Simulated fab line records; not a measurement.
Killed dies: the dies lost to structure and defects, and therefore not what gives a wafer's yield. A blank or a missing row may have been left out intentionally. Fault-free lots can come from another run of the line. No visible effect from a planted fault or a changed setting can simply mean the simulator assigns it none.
Which of the tools did it?	flow n5_finfet	24 lots, 72 wafers sampled, at 6 steps of a route of 1938

## WHAT EACH GAUGE READ, for each wafer
The record lacks any reading of a measuring or inspecting step that a usual standard deviation could be used to judge.

## TOOL THAT RAN EACH LOT (tool first, then ch and the chambers of the sampled wafers, then the start)
lot	N5_BEOL_M2_ETCH_69	N5_BEOL_M2_SPUTTER_48	N5_BEOL_M2_ANNEAL_49	N5_BEOL_M2_ANNEAL_89	N5_BEOL_M3_PECVD_72	N5_BEOL_M3_HM_DEP_02
L074	rie_diel-01 ch 0,1,3, day 6 13:50	pvd_sputter-01, day 6 23:48	pvd_sputter-01, day 6 23:53	pvd_sputter-01, day 7 00:46	pecvd-04 ch 1,2, day 7 03:11	pvd_sputter-01, day 7 04:35
L075	rie_diel-01 ch 1,2,3, day 6 18:37	pvd_sputter-03, day 7 04:50	pvd_sputter-03, day 7 04:55	pvd_sputter-03, day 7 05:47	pecvd-03 ch 0,2, day 7 07:59	pvd_sputter-01, day 7 09:41
L076	rie_diel-01 ch 0,1,2, day 7 00:41	pvd_sputter-02, day 7 02:55	pvd_sputter-02, day 7 02:59	pvd_sputter-02, day 7 03:52	pecvd-03 ch 0,1, day 7 06:11	pvd_sputter-01, day 7 06:18
L077	rie_diel-06 ch 0,1, day 7 07:25	pvd_sputter-03, day 7 11:14	pvd_sputter-03, day 7 11:19	pvd_sputter-03, day 7 12:12	pecvd-03 ch 0,1,2, day 7 14:13	pvd_sputter-02, day 7 14:40
L078	rie_diel-01 ch 1,2, day 7 15:37	pvd_sputter-02, day 7 18:14	pvd_sputter-02, day 7 18:19	pvd_sputter-02, day 7 19:12	pecvd-02 ch 0,1,2, day 7 21:13	pvd_sputter-03, day 7 21:53
L079	rie_diel-01 ch 0,1,2, day 7 19:43	pvd_sputter-02, day 7 22:11	pvd_sputter-02, day 7 22:16	pvd_sputter-02, day 7 23:08	pecvd-02 ch 0,1,2, day 8 01:10	pvd_sputter-01, day 8 03:23
L080	rie_diel-03 ch 0,1,2, day 7 23:43	pvd_sputter-03, day 8 05:28	pvd_sputter-03, day 8 05:32	pvd_sputter-03, day 8 06:25	pecvd-04 ch 0,1, day 8 08:32	pvd_sputter-02, day 8 12:27
L081	rie_diel-06 ch 0,1,3, day 8 19:12	pvd_sputter-02, day 8 23:16	pvd_sputter-02, day 8 23:21	pvd_sputter-02, day 9 00:14	pecvd-04 ch 0,2, day 9 02:15	pvd_sputter-01, day 9 02:18
L082	rie_diel-06 ch 0,1,3, day 8 19:19	pvd_sputter-03, day 8 22:46	pvd_sputter-03, day 8 22:50	pvd_sputter-03, day 8 23:43	pecvd-04 ch 0,2, day 9 01:44	pvd_sputter-03, day 9 01:50
L083	rie_diel-01 ch 1,2,3, day 8 23:24	pvd_sputter-01, day 9 02:24	pvd_sputter-01, day 9 02:29	pvd_sputter-01, day 9 03:22	pecvd-03 ch 0,2, day 9 05:25	pvd_sputter-01, day 9 07:11
L084	rie_diel-06 ch 0,1, day 9 08:51	pvd_sputter-02, day 9 11:50	pvd_sputter-02, day 9 11:55	pvd_sputter-02, day 9 12:48	pecvd-04 ch 0,1,2, day 9 14:49	pvd_sputter-02, day 9 15:43
L085	rie_diel-01 ch 0,1,2, day 9 15:38	pvd_sputter-03, day 9 17:10	pvd_sputter-03, day 9 17:15	pvd_sputter-03, day 9 18:08	pecvd-02 ch 0,1, day 9 20:10	pvd_sputter-01, day 9 22:32
L086	rie_diel-03 ch 0,1,2, day 9 16:35	pvd_sputter-03, day 9 20:27	pvd_sputter-03, day 9 20:32	pvd_sputter-03, day 9 21:25	pecvd-02 ch 0,1, day 9 23:28	pvd_sputter-01, day 9 23:34
L087	rie_diel-01 ch 0,1,3, day 9 20:58	pvd_sputter-01, day 10 01:43	pvd_sputter-01, day 10 01:48	pvd_sputter-01, day 10 02:41	pecvd-04 ch 0,1, day 10 04:42	pvd_sputter-03, day 10 05:02
L088	rie_diel-03 ch 0,1,3, day 10 00:03	pvd_sputter-01, day 10 05:20	pvd_sputter-01, day 10 05:25	pvd_sputter-01, day 10 06:18	pecvd-04 ch 0,2, day 10 08:52	pvd_sputter-01, day 10 10:00
L089	rie_diel-01 ch 1,2,3, day 10 11:58	pvd_sputter-01, day 10 14:32	pvd_sputter-01, day 10 14:37	pvd_sputter-01, day 10 15:30	pecvd-02 ch 0,1, day 10 17:33	pvd_sputter-02, day 10 18:51
L090	rie_diel-03 ch 0,3, day 10 17:49	pvd_sputter-01, day 10 19:56	pvd_sputter-01, day 10 20:01	pvd_sputter-01, day 10 20:54	pecvd-03 ch 0,2, day 10 22:59	pvd_sputter-01, day 10 23:52
L091	rie_diel-06 ch 0,2,3, day 10 23:23	pvd_sputter-02, day 11 09:05	pvd_sputter-02, day 11 09:10	pvd_sputter-02, day 11 10:03	pecvd-03 ch 0,1, day 11 12:04	pvd_sputter-03, day 11 12:55
L092	rie_diel-06 ch 2,3, day 10 23:47	pvd_sputter-01, day 11 09:20	pvd_sputter-01, day 11 09:25	pvd_sputter-01, day 11 10:17	pecvd-03 ch 0,1,2, day 11 12:18	pvd_sputter-03, day 11 13:01
L093	rie_diel-06 ch 0,1,3, day 11 07:06	pvd_sputter-01, day 11 15:41	pvd_sputter-01, day 11 15:46	pvd_sputter-01, day 11 16:39	pecvd-02 ch 0,2, day 11 18:40	pvd_sputter-01, day 11 20:45
L094	rie_diel-06 ch 0,3, day 11 08:23	pvd_sputter-01, day 11 18:55	pvd_sputter-01, day 11 18:59	pvd_sputter-01, day 11 19:52	pecvd-04 ch 1,2, day 11 22:32	pvd_sputter-02, day 12 00:49
L095	rie_diel-01 ch 1,2, day 11 19:31	pvd_sputter-02, day 11 22:22	pvd_sputter-02, day 11 22:27	pvd_sputter-02, day 11 23:26	pecvd-03 ch 0,2, day 12 01:35	pvd_sputter-03, day 12 01:52
L096	rie_diel-03 ch 0,1,3, day 11 23:40	pvd_sputter-02, day 12 02:38	pvd_sputter-02, day 12 02:43	pvd_sputter-02, day 12 03:43	pecvd-02 ch 0,1, day 12 05:52	pvd_sputter-01, day 12 06:17
L097	rie_diel-01 ch 0,2,3, day 12 11:41	pvd_sputter-03, day 12 17:15	pvd_sputter-03, day 12 17:20	pvd_sputter-03, day 12 18:13	pecvd-03 ch 0,1, day 12 20:16	pvd_sputter-01, day 12 20:25
- N5_BEOL_M2_ETCH_69: etches SiARC in CF4, target depth 15.6 nm, time 26 s.
- N5_BEOL_M2_SPUTTER_48: material Cu, target thk 4.5 nm, time 8.29 s.
- N5_BEOL_M2_ANNEAL_49: time 240 s.
- N5_BEOL_M2_ANNEAL_89: time 240 s.
- N5_BEOL_M3_PECVD_72: deposits SiO2 from TEOS/O2, target thk 16 nm, time 18 s.
- N5_BEOL_M3_HM_DEP_02: deposits TiN, target thk 20 nm.

## AS READ BY THE TOOLS THEMSELVES (means over the sampled wafers that have a number; for cases with no such wafer, the mark the record gives instead)
N5_BEOL_M2_ETCH_69.
lot	tool	chamber_pressure_mTorr (mTorr)	drypump_motor_current_A (A)	etch_rf_on_time_s (s)	oes_product_au (a.u.)	rf_vpp_V (V)	showerhead_plenum_p_Torr (Torr)	throttle_valve_pct (%)
L074	rie_diel-01	39.98	6.2	26.1	0.66	185.4	2.16	15.61
L075	rie_diel-01	40.00	5.7	25.7	0.66	184.1	2.14	15.61
L076	rie_diel-01	40.00	6.1	25.8	0.65	184.4	2.16	15.64
L077	rie_diel-06	40.01	5.7	25.6	0.75	184.5	2.26	15.41
L078	rie_diel-01	40.00	5.7	25.5	0.66	184.2	2.13	15.65
L079	rie_diel-01	40.00	6.1	25.7	0.65	185.1	2.16	15.67
L080	rie_diel-03	40.02	5.8	26.0	0.77	184.3	2.15	15.55
L081	rie_diel-06	40.04	5.6	25.7	0.70	185.7	2.21	15.66
L082	rie_diel-06	39.96	5.6	25.7	0.70	184.9	2.21	15.66
L083	rie_diel-01	40.03	5.7	25.9	0.65	184.0	2.13	15.64
L084	rie_diel-06	40.02	5.4	26.4	0.69	186.2	2.24	15.55
L085	rie_diel-01	40.03	6.1	25.6	0.71	183.8	2.15	15.51
L086	rie_diel-03	40.02	5.7	26.1	0.74	183.3	2.15	15.58
L087	rie_diel-01	40.02	6.2	25.5	0.71	184.5	2.15	15.49
L088	rie_diel-03	40.00	5.9	25.5	0.76	183.3	2.12	15.48
L089	rie_diel-01	40.00	5.7	25.6	0.72	184.1	2.12	15.50
L090	rie_diel-03	39.99	5.8	25.8	0.76	183.8	2.15	15.52
L091	rie_diel-06	40.01	5.5	25.8	0.70	184.3	2.18	15.73
L092	rie_diel-06	40.02	5.6	25.0	0.70	183.8	2.14	15.85
L093	rie_diel-06	39.95	5.6	25.7	0.67	185.4	2.20	15.72
L094	rie_diel-06	40.00	5.5	25.4	0.64	184.7	2.15	15.94
L095	rie_diel-01	40.00	6.0	25.6	0.74	184.5	2.14	15.33
L096	rie_diel-03	39.98	5.9	25.7	0.74	183.7	2.12	15.51
L097	rie_diel-01	40.04	5.8	25.4	0.80	183.8	2.13	15.40

N5_BEOL_M2_SPUTTER_48.
lot	tool	throttle_valve_pct (%)
L074	pvd_sputter-01	30.6
L075	pvd_sputter-03	30.6
L076	pvd_sputter-02	29.2
L077	pvd_sputter-03	30.4
L078	pvd_sputter-02	28.9
L079	pvd_sputter-02	29.3
L080	pvd_sputter-03	30.2
L081	pvd_sputter-02	28.9
L082	pvd_sputter-03	30.6
L083	pvd_sputter-01	30.8
L084	pvd_sputter-02	29.3
L085	pvd_sputter-03	30.3
L086	pvd_sputter-03	30.7
L087	pvd_sputter-01	29.9
L088	pvd_sputter-01	30.2
L089	pvd_sputter-01	30.4
L090	pvd_sputter-01	30.5
L091	pvd_sputter-02	29.0
L092	pvd_sputter-01	30.9
L093	pvd_sputter-01	29.9
L094	pvd_sputter-01	30.1
L095	pvd_sputter-02	29.1
L096	pvd_sputter-02	29.3
L097	pvd_sputter-03	30.6

N5_BEOL_M2_ANNEAL_49.
lot	tool	heater_power_w (W)
L074	pvd_sputter-01	851
L075	pvd_sputter-03	809
L076	pvd_sputter-02	876
L077	pvd_sputter-03	798
L078	pvd_sputter-02	867
L079	pvd_sputter-02	893
L080	pvd_sputter-03	792
L081	pvd_sputter-02	824
L082	pvd_sputter-03	798
L083	pvd_sputter-01	815
L084	pvd_sputter-02	823
L085	pvd_sputter-03	812
L086	pvd_sputter-03	817
L087	pvd_sputter-01	785
L088	pvd_sputter-01	951
L089	pvd_sputter-01	786
L090	pvd_sputter-01	779
L091	pvd_sputter-02	858
L092	pvd_sputter-01	803
L093	pvd_sputter-01	859
L094	pvd_sputter-01	923
L095	pvd_sputter-02	852
L096	pvd_sputter-02	842
L097	pvd_sputter-03	828

N5_BEOL_M2_ANNEAL_89.
lot	tool	heater_power_w (W)
L074	pvd_sputter-01	850
L075	pvd_sputter-03	821
L076	pvd_sputter-02	870
L077	pvd_sputter-03	800
L078	pvd_sputter-02	854
L079	pvd_sputter-02	898
L080	pvd_sputter-03	808
L081	pvd_sputter-02	824
L082	pvd_sputter-03	807
L083	pvd_sputter-01	817
L084	pvd_sputter-02	820
L085	pvd_sputter-03	822
L086	pvd_sputter-03	809
L087	pvd_sputter-01	789
L088	pvd_sputter-01	945
L089	pvd_sputter-01	795
L090	pvd_sputter-01	804
L091	pvd_sputter-02	847
L092	pvd_sputter-01	810
L093	pvd_sputter-01	876
L094	pvd_sputter-01	931
L095	pvd_sputter-02	834
L096	pvd_sputter-02	840
L097	pvd_sputter-03	819

N5_BEOL_M3_PECVD_72.
lot	tool	heater_power_w (W)	showerhead_plenum_p_Torr (Torr)	throttle_valve_pct (%)
L074	pecvd-04	712	8.77	20.8
L075	pecvd-03	914	8.72	22.0
L076	pecvd-03	846	8.72	21.9
L077	pecvd-03	828	8.75	22.0
L078	pecvd-02	710	8.87	22.5
L079	pecvd-02	730	8.87	22.4
L080	pecvd-04	572	8.79	22.1
L081	pecvd-04	684	8.80	21.9
L082	pecvd-04	727	8.79	21.9
L083	pecvd-03	829	8.74	22.1
L084	pecvd-04	637	8.78	21.6
L085	pecvd-02	728	8.83	22.9
L086	pecvd-02	746	8.82	22.8
L087	pecvd-04	580	8.82	22.4
L088	pecvd-04	650	8.80	21.8
L089	pecvd-02	692	8.83	22.8
L090	pecvd-03	847	8.76	22.2
L091	pecvd-03	832	8.72	22.1
L092	pecvd-03	782	8.76	22.1
L093	pecvd-02	728	8.90	21.2
L094	pecvd-04	667	8.78	21.4
L095	pecvd-03	904	8.73	22.4
L096	pecvd-02	695	8.83	22.3
L097	pecvd-03	848	8.72	22.2

N5_BEOL_M3_HM_DEP_02.
lot	tool	throttle_valve_pct (%)
L074	pvd_sputter-01	31.1
L075	pvd_sputter-01	30.4
L076	pvd_sputter-01	30.7
L077	pvd_sputter-02	29.0
L078	pvd_sputter-03	30.9
L079	pvd_sputter-01	30.4
L080	pvd_sputter-02	29.2
L081	pvd_sputter-01	30.1
L082	pvd_sputter-03	30.2
L083	pvd_sputter-01	30.4
L084	pvd_sputter-02	29.4
L085	pvd_sputter-01	30.4
L086	pvd_sputter-01	30.5
L087	pvd_sputter-03	29.3
L088	pvd_sputter-01	30.2
L089	pvd_sputter-02	29.0
L090	pvd_sputter-01	30.6
L091	pvd_sputter-03	30.2
L092	pvd_sputter-03	29.9
L093	pvd_sputter-01	29.7
L094	pvd_sputter-02	29.2
L095	pvd_sputter-03	30.2
L096	pvd_sputter-01	29.9
L097	pvd_sputter-01	30.1

## THE ANSWER, worked out from the rows above alone
Rule: usual is defined by the lots themselves. Put in order of their means at a reading, lots are off if they are a third of the lots or fewer, leave a main group of 4 or more, and stand apart from it by a gap of 3 or more times the standard deviation of the main group's means; of several such gaps the widest counts. A main group is skipped when, at the precision printed for the reading in the tables above, its means are all equal. A lot without any number at a reading at which 4 lots or more have one is off too. Any other lot the step has rows for is counted as sound. The gauges are gone through in route order, then the tools' own readings, and for those a lot's mean is taken as printed above. The first step at which some lot is off is used, and at that step the reading that is off furthest; a lot without a number counts as furthest.
No lot is off on any of the readings shown, so nothing can be concluded from this.

## WHAT WAS PUT IN BY THE SIMULATOR
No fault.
